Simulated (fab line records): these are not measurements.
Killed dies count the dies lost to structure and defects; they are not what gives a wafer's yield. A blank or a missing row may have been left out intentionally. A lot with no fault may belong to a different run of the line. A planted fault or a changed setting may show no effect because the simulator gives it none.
Which tool was responsible? / flow nand harc / 12 lots, 36 wafers sampled, at 6 steps of a route of 1159

## WHAT EACH GAUGE READ, for each wafer
NHARC_P_GATE_OVL_MEAS_27.
lot=L543; measured=day 4 18:23; on=overlay-01; overlay x nm (nm)=-0.7 -0.3 -0.7; overlay y nm (nm)=0.1 0.1 -0.3
lot=L544; measured=day 5 01:28; on=overlay-02; overlay x nm (nm)=-1.2 -1.0 -1.0; overlay y nm (nm)=-1.6 -1.8 -1.4
lot=L545; measured=day 5 02:13; on=overlay-02; overlay x nm (nm)=0.2 -0.2 0.1; overlay y nm (nm)=0.7 0.5 0.6
lot=L548; measured=day 6 05:04; on=overlay-01; overlay x nm (nm)=0.1 0.5 0.0; overlay y nm (nm)=-0.1 -0.1 -0.6
lot=L551; measured=day 6 17:39; on=overlay-02; overlay x nm (nm)=0.2 0.9 0.6; overlay y nm (nm)=-0.4 -0.4 -1.0
lot=L552; measured=day 7 00:34; on=overlay-02; overlay x nm (nm)=0.2 0.4 -0.2; overlay y nm (nm)=-1.4 -1.7 -1.1
lot=L553; measured=day 7 00:04; on=overlay-01; overlay x nm (nm)=1.2 1.2 1.4; overlay y nm (nm)=0.2 -0.3 0.1
lot=L554; measured=day 8 05:10; on=overlay-02; overlay x nm (nm)=-0.4 -0.5 -0.4; overlay y nm (nm)=-0.2 -1.1 -0.5
lot=L557; measured=day 8 04:37; on=overlay-02; overlay x nm (nm)=-0.5 0.0 0.0; overlay y nm (nm)=0.5 0.2 0.3
lot=L563; measured=day 9 17:41; on=overlay-01; overlay x nm (nm)=-0.8 -0.6 -0.5; overlay y nm (nm)=-0.2 -0.5 -0.4
lot=L564; measured=day 9 17:32; on=overlay-02; overlay x nm (nm)=0.7 0.3 0.5; overlay y nm (nm)=-0.3 -0.6 0.0
lot=L566; measured=day 10 16:50; on=overlay-01; overlay x nm (nm)=-0.3 0.1 -0.2; overlay y nm (nm)=-0.3 0.2 -0.5

NHARC_P_GATE_INSPECT_28.
lot=L543; measured=day 4 18:25; on=defect inspect-02; raw defect count=4 3 2
lot=L544; measured=day 5 01:29; on=defect inspect-01; raw defect count=4 5 1
lot=L545; measured=day 5 02:14; on=defect inspect-02; raw defect count=3 5 6
lot=L548; measured=day 6 05:07; on=defect inspect-01; raw defect count=4 13 5
lot=L551; measured=day 6 17:41; on=defect inspect-02; raw defect count=9 5 4
lot=L552; measured=day 7 00:36; on=defect inspect-02; raw defect count=3 8 4
lot=L553; measured=day 7 00:06; on=defect inspect-02; raw defect count=6 4 11
lot=L554; measured=day 8 05:11; on=defect inspect-01; raw defect count=9 5 6
lot=L557; measured=day 8 04:39; on=defect inspect-01; raw defect count=4 7 9
lot=L563; measured=day 9 17:43; on=defect inspect-01; raw defect count=27 36 50
lot=L564; measured=day 9 17:34; on=defect inspect-01; raw defect count=38 39 24
lot=L566; measured=day 10 16:52; on=defect inspect-01; raw defect count=6 7 4

NHARC_END_SORT_01.
lot=L563; measured=day 24 12:01; on=prober-01; killed at array=43 53 38; killed at other=0 0 0; killed at periphery=24 27 42; killed dies=67 80 80; killed open=4 5 3; killed short=3 3 0
lot=L564; measured=day 24 21:24; on=prober-01; killed at array=40 31 25; killed at other=1 0 1; killed at periphery=33 40 19; killed dies=74 71 45; killed open=2 5 0; killed short=2 3 3

## TOOL THAT RAN EACH LOT (tool first, then ch and the chambers of the sampled wafers, then the start)
lot=L543; NHARC_P_GATE_OXIDE_02=furnace-01 ch 0, day 3 22:51; NHARC_P_GATE_ETCH_104=rie diel-03 ch 0,1, day 4 18:34; NHARC_P_GATE_STRIP_101=rie diel-09 ch 0,2, day 5 05:25
lot=L544; NHARC_P_GATE_OXIDE_02=furnace-04 ch 0, day 4 06:39; NHARC_P_GATE_ETCH_104=rie diel-02 ch 1,2, day 5 01:51; NHARC_P_GATE_STRIP_101=rie diel-09 ch 2,3, day 5 13:19
lot=L545; NHARC_P_GATE_OXIDE_02=furnace-04 ch 0, day 4 06:39; NHARC_P_GATE_ETCH_104=rie diel-03 ch 0,1, day 5 02:25; NHARC_P_GATE_STRIP_101=rie diel-03 ch 0,2,3, day 5 13:18
lot=L548; NHARC_P_GATE_OXIDE_02=furnace-08 ch 0, day 5 06:07; NHARC_P_GATE_ETCH_104=rie diel-02 ch 0,1,2, day 6 05:16; NHARC_P_GATE_STRIP_101=rie diel-02 ch 1,2,3, day 6 16:03
lot=L551; NHARC_P_GATE_OXIDE_02=furnace-04 ch 0, day 5 22:17; NHARC_P_GATE_ETCH_104=rie diel-09 ch 1,2,3, day 6 17:50; NHARC_P_GATE_STRIP_101=rie diel-09 ch 0,2,3, day 7 04:36
lot=L552; NHARC_P_GATE_OXIDE_02=furnace-04 ch 0, day 6 04:21; NHARC_P_GATE_ETCH_104=rie diel-02 ch 0,2, day 7 00:49; NHARC_P_GATE_STRIP_101=rie diel-09 ch 1,2, day 7 11:49
lot=L553; NHARC_P_GATE_OXIDE_02=furnace-04 ch 0, day 6 04:21; NHARC_P_GATE_ETCH_104=rie diel-03 ch 1,3, day 7 00:23; NHARC_P_GATE_STRIP_101=rie diel-09 ch 0,1,3, day 7 11:19
lot=L554; NHARC_P_GATE_OXIDE_02=furnace-04 ch 0, day 7 04:32; NHARC_P_GATE_ETCH_104=rie diel-09 ch 0,1,3, day 8 05:20; NHARC_P_GATE_STRIP_101=rie diel-03 ch 0,1,3, day 8 16:20
lot=L557; NHARC_P_GATE_OXIDE_02=furnace-04 ch 0, day 7 04:32; NHARC_P_GATE_ETCH_104=rie diel-02 ch 0,1,2, day 8 04:49; NHARC_P_GATE_STRIP_101=rie diel-09 ch 2,3, day 8 15:38
lot=L563; NHARC_P_GATE_OXIDE_02=furnace-01 ch 0, day 8 22:35; NHARC_P_GATE_ETCH_104=rie diel-02 ch 0,2, day 9 17:53; NHARC_P_GATE_STRIP_101=rie diel-02 ch 0,1,2, day 10 04:42
lot=L564; NHARC_P_GATE_OXIDE_02=furnace-01 ch 0, day 8 22:35; NHARC_P_GATE_ETCH_104=rie diel-09 ch 0,1,2, day 9 17:51; NHARC_P_GATE_STRIP_101=rie diel-02 ch 0,2,3, day 10 04:35
lot=L566; NHARC_P_GATE_OXIDE_02=furnace-04 ch 0, day 9 16:28; NHARC_P_GATE_ETCH_104=rie diel-03 ch 0,1,3, day 10 17:01; NHARC_P_GATE_STRIP_101=rie diel-09 ch 0,1,2, day 11 04:00
- NHARC_P_GATE_OXIDE_02: material SiO2, target thk 37.5 nm, ox time 365 s.
- NHARC_P_GATE_ETCH_104: etches the open film in CF4/CHF3, target depth 60 nm.
- NHARC_P_GATE_STRIP_101: strips in O2, time 20 s.

## WHAT THE TOOLS THEMSELVES READ (means of the sampled wafers that have a number; where no wafer has one, the mark that the record gives instead)
NHARC_P_GATE_ETCH_104.
lot=L543; tool=rie diel-03; drypump motor current A (A)=5.8; oes product au (a.u.)=0.963; rf vpp V (V)=371.2; showerhead plenum p Torr (Torr)=1.59; throttle valve pct (%)=16.796
lot=L544; tool=rie diel-02; drypump motor current A (A)=5.5; oes product au (a.u.)=0.933; rf vpp V (V)=369.3; showerhead plenum p Torr (Torr)=1.52; throttle valve pct (%)=16.800
lot=L545; tool=rie diel-03; drypump motor current A (A)=5.7; oes product au (a.u.)=0.928; rf vpp V (V)=371.4; showerhead plenum p Torr (Torr)=1.60; throttle valve pct (%)=16.793
lot=L548; tool=rie diel-02; drypump motor current A (A)=5.7; oes product au (a.u.)=0.960; rf vpp V (V)=368.5; showerhead plenum p Torr (Torr)=1.52; throttle valve pct (%)=16.799
lot=L551; tool=rie diel-09; drypump motor current A (A)=5.9; oes product au (a.u.)=0.961; rf vpp V (V)=368.4; showerhead plenum p Torr (Torr)=1.53; throttle valve pct (%)=16.796
lot=L552; tool=rie diel-02; drypump motor current A (A)=5.8; oes product au (a.u.)=0.950; rf vpp V (V)=369.7; showerhead plenum p Torr (Torr)=1.54; throttle valve pct (%)=16.808
lot=L553; tool=rie diel-03; drypump motor current A (A)=5.7; oes product au (a.u.)=0.916; rf vpp V (V)=370.2; showerhead plenum p Torr (Torr)=1.57; throttle valve pct (%)=16.805
lot=L554; tool=rie diel-09; drypump motor current A (A)=5.8; oes product au (a.u.)=0.948; rf vpp V (V)=369.6; showerhead plenum p Torr (Torr)=1.53; throttle valve pct (%)=16.799
lot=L557; tool=rie diel-02; drypump motor current A (A)=5.7; oes product au (a.u.)=0.951; rf vpp V (V)=368.4; showerhead plenum p Torr (Torr)=1.52; throttle valve pct (%)=16.798
lot=L563; tool=rie diel-02; drypump motor current A (A)=5.8; oes product au (a.u.)=0.957; rf vpp V (V)=369.3; showerhead plenum p Torr (Torr)=1.54; throttle valve pct (%)=16.802
lot=L564; tool=rie diel-09; drypump motor current A (A)=5.8; oes product au (a.u.)=0.919; rf vpp V (V)=368.2; showerhead plenum p Torr (Torr)=1.49; throttle valve pct (%)=16.805
lot=L566; tool=rie diel-03; drypump motor current A (A)=5.7; oes product au (a.u.)=0.943; rf vpp V (V)=369.8; showerhead plenum p Torr (Torr)=1.56; throttle valve pct (%)=16.805

NHARC_P_GATE_STRIP_101.
lot=L543; tool=rie diel-09; drypump motor current A (A)=5.9; oes product au (a.u.)=0.990; rf vpp V (V)=56.9; showerhead plenum p Torr (Torr)=3.33; throttle valve pct (%)=17.044
lot=L544; tool=rie diel-09; drypump motor current A (A)=6.1; oes product au (a.u.)=0.994; rf vpp V (V)=58.0; showerhead plenum p Torr (Torr)=3.50; throttle valve pct (%)=17.039
lot=L545; tool=rie diel-03; drypump motor current A (A)=5.8; oes product au (a.u.)=0.990; rf vpp V (V)=57.2; showerhead plenum p Torr (Torr)=3.56; throttle valve pct (%)=17.036
lot=L548; tool=rie diel-02; drypump motor current A (A)=5.8; oes product au (a.u.)=1.001; rf vpp V (V)=57.2; showerhead plenum p Torr (Torr)=3.36; throttle valve pct (%)=17.031
lot=L551; tool=rie diel-09; drypump motor current A (A)=6.0; oes product au (a.u.)=1.000; rf vpp V (V)=57.6; showerhead plenum p Torr (Torr)=3.43; throttle valve pct (%)=17.030
lot=L552; tool=rie diel-09; drypump motor current A (A)=5.8; oes product au (a.u.)=1.000; rf vpp V (V)=57.0; showerhead plenum p Torr (Torr)=3.31; throttle valve pct (%)=17.039
lot=L553; tool=rie diel-09; drypump motor current A (A)=5.8; oes product au (a.u.)=0.995; rf vpp V (V)=56.6; showerhead plenum p Torr (Torr)=3.45; throttle valve pct (%)=17.036
lot=L554; tool=rie diel-03; drypump motor current A (A)=5.7; oes product au (a.u.)=0.995; rf vpp V (V)=57.6; showerhead plenum p Torr (Torr)=3.50; throttle valve pct (%)=17.042
lot=L557; tool=rie diel-09; drypump motor current A (A)=6.0; oes product au (a.u.)=1.002; rf vpp V (V)=56.9; showerhead plenum p Torr (Torr)=3.39; throttle valve pct (%)=17.039
lot=L563; tool=rie diel-02; drypump motor current A (A)=5.7; oes product au (a.u.)=1.000; rf vpp V (V)=57.5; showerhead plenum p Torr (Torr)=3.39; throttle valve pct (%)=17.041
lot=L564; tool=rie diel-02; drypump motor current A (A)=6.2; oes product au (a.u.)=1.006; rf vpp V (V)=57.8; showerhead plenum p Torr (Torr)=3.39; throttle valve pct (%)=17.036
lot=L566; tool=rie diel-09; drypump motor current A (A)=5.8; oes product au (a.u.)=1.000; rf vpp V (V)=57.2; showerhead plenum p Torr (Torr)=3.34; throttle valve pct (%)=17.030

## THE ANSWER, worked out from the rows above alone
Rule: the usual values come from the lots themselves. The widest of any qualifying gaps counts: lots, ordered by their means at a reading, are off when they make up no more than a third of the lots, leave a main group of 4 or more, and stand apart from it by 3 or more times the standard deviation of that group's means. The tables above print the reading to a certain number of digits; a main group whose means all agree to those digits is not used. A lot without any number at a reading at which 4 lots or more have one is off too. Where the step has rows for the other lots, those lots are counted as sound. First the gauges in route order, then the tools' own readings, where a lot's mean is used as printed above. At the first step where some lot is off, the reading lying furthest off is the one used; lots without a number count as furthest.
Off, at NHARC_P_GATE_INSPECT_28 on raw defect count: L563, L564. Mean 5.5 and standard deviation 1.4 in the main group.
If a tool, at a process step before that reading, ran all the lots that are off and no sound lot after the first of them, it fits. Gauges at NHARC_P_GATE_INSPECT_28: tried the same way as those tools. One candidate fits, namely furnace-01 at NHARC_P_GATE_OXIDE_02. Its last sound lot is L543 (day 3 22:51), its first lot that is off L563 (day 8 22:35): a fault that began between those two fits.

## WHAT WAS PUT IN BY THE SIMULATOR
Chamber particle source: furnace-01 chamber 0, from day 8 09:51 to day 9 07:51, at NHARC_P_GATE_OXIDE_02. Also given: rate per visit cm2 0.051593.
Shown lots that were struck: L564, L563. The rule given above showed the same thing.
